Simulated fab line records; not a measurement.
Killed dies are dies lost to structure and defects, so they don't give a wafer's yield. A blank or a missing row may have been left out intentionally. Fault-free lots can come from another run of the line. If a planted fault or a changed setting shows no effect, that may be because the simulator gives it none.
Chamber matching :: flow n5 finfet :: ald sin-02 running N5_ILD0_LINER_00: 4 sister chambers
The step material SiNx, target thk 4 nm, pulse time 1 s, purge time 2 s. 4 wafers are shown with their chamber, then 10 later ones without.

WAFERS PAIRED WITH THEIR CHAMBERS
wafer: L091.4
chamber: 2
heater power w (W): 848

wafer: L092.5
chamber: 0
heater power w (W): 917

wafer: L094.3
chamber: 1
heater power w (W): 767

wafer: L094.4
chamber: 3
heater power w (W): 838

WAFERS WITHOUT THEIR CHAMBER
wafer: L094.5
heater power w (W): 842

wafer: L095.1
heater power w (W): 861

wafer: L095.3
heater power w (W): 769

wafer: L095.4
heater power w (W): 846

wafer: L097.1
heater power w (W): 777

wafer: L097.2
heater power w (W): 896

wafer: L097.3
heater power w (W): 853

wafer: L097.4
heater power w (W): 824

wafer: L097.5
heater power w (W): 884

wafer: L097.6
heater power w (W): 839

WHICH CHAMBER EACH WENT THROUGH
wafer: L094.5
from the rows above: can't be placed: 3 or 2
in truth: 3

wafer: L095.1
from the rows above: can't be placed: 2 or 3
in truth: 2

wafer: L095.3
from the rows above: 1
in truth: 1

wafer: L095.4
from the rows above: can't be placed: 2 or 3
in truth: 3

wafer: L097.1
from the rows above: 1
in truth: 1

wafer: L097.2
from the rows above: can't be placed: 0 or 2
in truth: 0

wafer: L097.3
from the rows above: can't be placed: 2 or 3
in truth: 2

wafer: L097.4
from the rows above: can't be placed: 3 or 2
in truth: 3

wafer: L097.5
from the rows above: can't be placed: 0 or 2 or 3
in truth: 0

wafer: L097.6
from the rows above: can't be placed: 3 or 2
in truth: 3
Correct placement for 2 of the 10. Not placeable from these rows: 8 (in 8, the candidates include the true chamber). Number placed wrongly: 0.
How it was worked out, from the rows above alone: a wafer's distance from a chamber is the root of the sum, over the readings, of the square of ((its reading less the chamber's mean) divided by the reading's scatter). The wafer belongs to the nearest chamber; if the next one is less than 2 further off, it can't be placed. For every chamber, the mean is computed from those of its wafers that are shown. The scatter: root of mean squared gap, hidden wafer to nearest shown wafer, with one shown wafer a chamber.
